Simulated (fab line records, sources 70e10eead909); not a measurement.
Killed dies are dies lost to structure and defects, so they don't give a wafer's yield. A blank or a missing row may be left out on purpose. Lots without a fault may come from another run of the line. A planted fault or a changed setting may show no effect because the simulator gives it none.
Chamber matching | flow nand_harc | NHARC_A_CHANNEL_HOLE_D2_ETCH_38 on rie_diel-03: 4 sister chambers
The step etches the open film in CF4, target depth 39 nm, time 65 s. 14 wafers are shown with their chamber, then 7 later ones without.

WAFERS WITH THEIR CHAMBER
wafer  | chamber | showerhead_plenum_p_Torr (Torr) | drypump_motor_current_A (A) | rf_vpp_V (V)
L074.4 | 0       | 1.79                            | 5.8                         | 151.2
L074.5 | 3       | 1.66                            | 5.6                         | 150.5
L074.6 | 0       | 1.79                            | 5.8                         | 151.4
L076.2 | 1       | 1.85                            | 4.7                         | 151.4
L076.4 | 2       | 1.86                            | 6.6                         | 153.6
L076.5 | 3       | 1.66                            | 5.5                         | 149.9
L077.1 | 2       | 1.86                            | 6.6                         | 152.1
L077.2 | 3       | 1.66                            | 5.5                         | 148.7
L077.3 | 1       | 1.85                            | 4.7                         | 151.3
L079.1 | 3       | 1.66                            | 5.5                         | 151.2
L079.2 | 2       | 1.86                            | 6.6                         | 153.1
L079.4 | 1       | 1.85                            | 4.7                         | 152.1
L081.1 | 0       | 1.79                            | 5.8                         | 151.3
L081.3 | 3       | 1.65                            | 5.5                         | 149.7

SIGNATURES (means of the wafers above)
reading                  | chamber 0 | chamber 1 | chamber 2 | chamber 3 | scatter within a chamber
showerhead_plenum_p_Torr | 1.7900    | 1.8500    | 1.8600    | 1.6580    | 0.00283
drypump_motor_current_A  | 5.800     | 4.700     | 6.600     | 5.520     | 0.0283
rf_vpp_V                 | 151.300   | 151.600   | 152.933   | 150.000   | 0.71
Rule: a wafer's distance from a chamber is the root of the sum, over the readings, of the square of ((its reading less the chamber's mean) divided by the reading's scatter). The wafer belongs to the nearest chamber; if the next one is less than 2 further off, it can't be placed. The scatter: the root of (the sum of the squares of (reading less its chamber's mean) over the shown wafers, divided by (wafers less chambers)).

WAFERS WITHOUT THEIR CHAMBER
wafer  | showerhead_plenum_p_Torr (Torr) | drypump_motor_current_A (A) | rf_vpp_V (V)
L081.4 | 1.85                            | 4.7                         | 151.3
L091.3 | 1.65                            | 5.5                         | 149.3
L091.4 | 1.79                            | 5.8                         | 151.6
L091.6 | 1.86                            | 6.6                         | 152.3
L097.2 | 1.84                            | 4.7                         | 150.1
L097.4 | 1.86                            | 6.6                         | 153.4
L097.6 | 1.84                            | 4.7                         | 153.2

WHICH CHAMBER EACH WENT THROUGH
wafer  | from the rows above | in truth
L081.4 | 1                   | 1
L091.3 | 3                   | 3
L091.4 | 0                   | 0
L091.6 | 2                   | 2
L097.2 | 1                   | 1
L097.4 | 2                   | 2
L097.6 | 1                   | 1
Placed correctly: 7 of 7. Can't be placed from these rows: 0. Placed wrongly: 0.
